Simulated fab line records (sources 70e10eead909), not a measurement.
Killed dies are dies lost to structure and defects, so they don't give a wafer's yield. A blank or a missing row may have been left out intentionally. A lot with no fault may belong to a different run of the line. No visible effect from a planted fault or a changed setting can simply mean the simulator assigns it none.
A lot that was struck, set against a sound lot | flow nandHarc | 15 steps out of a route of 1159
Sound: these wafers, L116.4, L116.5, L116.6. Struck: wafers L109.1, L109.3, L109.5. The cause is given at the end.
Order at every step that has rows: each side's tool, ch and its chambers, its first start. Under that, the readings that differ: sound wafers | struck wafers | difference of the means | sigmas: that difference in standard deviations of wafers without a fault.
alike: readings whose means differ by less than 2 such deviations, and words and numbers that are the same on both sides. not compared: withheld readings, readings that some wafer has no value for, bounds like >300 that may hide the same value, and numbers for which the record gives no deviation and whose values overlap.
Wherever a step has rows on one side only, a row that says differs or no value, or a row with sigmas, the two part there. When numbers do not overlap yet have no deviation, they are printed without sigmas and do not part them. A reading missing from all wafers of one side parts the sides only when that side holds two or more wafers.

first, 3 steps without rows for these wafers: NHARC_A_CONTACT_ETCH_128 (etches the open film in C4F8/O2/Ar, time 155 s, target depth 956 nm); NHARC_A_CONTACT_ETCH_129 (etches the open film in C4F8/O2/Ar, time 155 s, target depth 956 nm); NHARC_A_CONTACT_ETCH_130 (etches the open film in C4F8/O2/Ar, time 155 s, target depth 956 nm).
NHARC_A_CONTACT_ETCH_131: etches the open film in C4F8/O2/Ar, time 155 s, target depth 956 nm.
  sound on harCapEtch-02 ch 0,1, day 20 16:17; struck on harCapEtch-03 ch 1, day 19 03:38
  alike: chamberPressureMTorr, oesAirLineAu
  not compared: rfHoursCounterH
then, 1 step without rows for these wafers: NHARC_A_CONTACT_ETCH_132 (etches the open film in C4F8/O2/Ar, time 156 s, target depth 958 nm).
NHARC_A_CONTACT_ETCH_133: etches the open film in C4F8/O2/Ar, time 195 s, target depth 840 nm.
  sound on harCapEtch-02 ch 0,1, day 20 16:38; struck on harCapEtch-03 ch 1, day 19 03:57
  alike: chamberPressureMTorr, oesAirLineAu
  not compared: rfHoursCounterH
NHARC_A_CONTACT_ETCH_91: etches the open film in CH3F/O2, target depth 40 nm, time 85.7 s.
  sound on rieDiel-06 ch 1,2, day 20 17:05; struck on rieDiel-06 ch 1,2,3, day 19 04:29
  alike: biasW, ch3fFlowSccm, drypumpMotorCurrentA, oesProductAu, rfFwdPowerW, rfVppV, showerheadPlenumPTorr, throttleValvePct
  not compared: rfHoursCounterH
NHARC_A_CONTACT_ETCH_97: etches the open film in C4F6/O2, target depth 20 nm, time 10 s.
  sound: rieDiel-06 ch 0,1,3; struck: rieDiel-06 ch 1,2
  alike: biasW, c4f6FlowSccm, drypumpMotorCurrentA, oesProductAu, rfFwdPowerW, rfVppV, showerheadPlenumPTorr, throttleValvePct
  not compared: rfHoursCounterH
NHARC_A_CONTACT_CD_MEAS_80:
  sound on cdSem-03, day 20 17:17; struck on cdSem-03, day 19 04:41
reading   | sound             | struck            | difference | sigmas
cdNm (nm) | 187.5 187.7 187.1 | 189.2 189.9 189.1 | +2.0       | +3
then, 3 steps without rows for these wafers: NHARC_A_CONTACT_STRIP_103 (strips in N2/H2); NHARC_A_CONTACT_STRIP_104 (strips in CF4/CHF3); NHARC_A_CONTACT_STRIP_105 (strips in O2/COS).
NHARC_A_CONTACT_ETCH_106: etches the open film in CF4/O2, target depth 60 nm, overetch 6 nm, time 33 s.
  sound on rieDiel-09 ch 0,2,3, day 20 17:35; struck on rieDiel-06 ch 0,1,3, day 19 04:59
  no value came back on the struck wafers for any of 9 readings (biasW (W), cf4FlowSccm (sccm) and others); on the sound wafers biasW (W) reads 100.4 99.5 100.3
  not compared: rfHoursCounterH
NHARC_A_CONTACT_STRIP_82: strips in O2.
  sound on rieDiel-09 ch 0,2,3; struck on rieDiel-06 ch 0,2,3, day 19 05:06
  alike: drypumpMotorCurrentA, oesProductAu, rfVppV, showerheadPlenumPTorr, throttleValvePct
  not compared: rfHoursCounterH
NHARC_END_SORT_01:
  the record has rows for the sound wafers here (prober-02 ch 0, day 23 08:35) and none for the struck ones

WHERE THEY PART
Earliest at NHARC_A_CONTACT_CD_MEAS_80; latest, in this record, at NHARC_END_SORT_01.

WHY: what the simulator had put in
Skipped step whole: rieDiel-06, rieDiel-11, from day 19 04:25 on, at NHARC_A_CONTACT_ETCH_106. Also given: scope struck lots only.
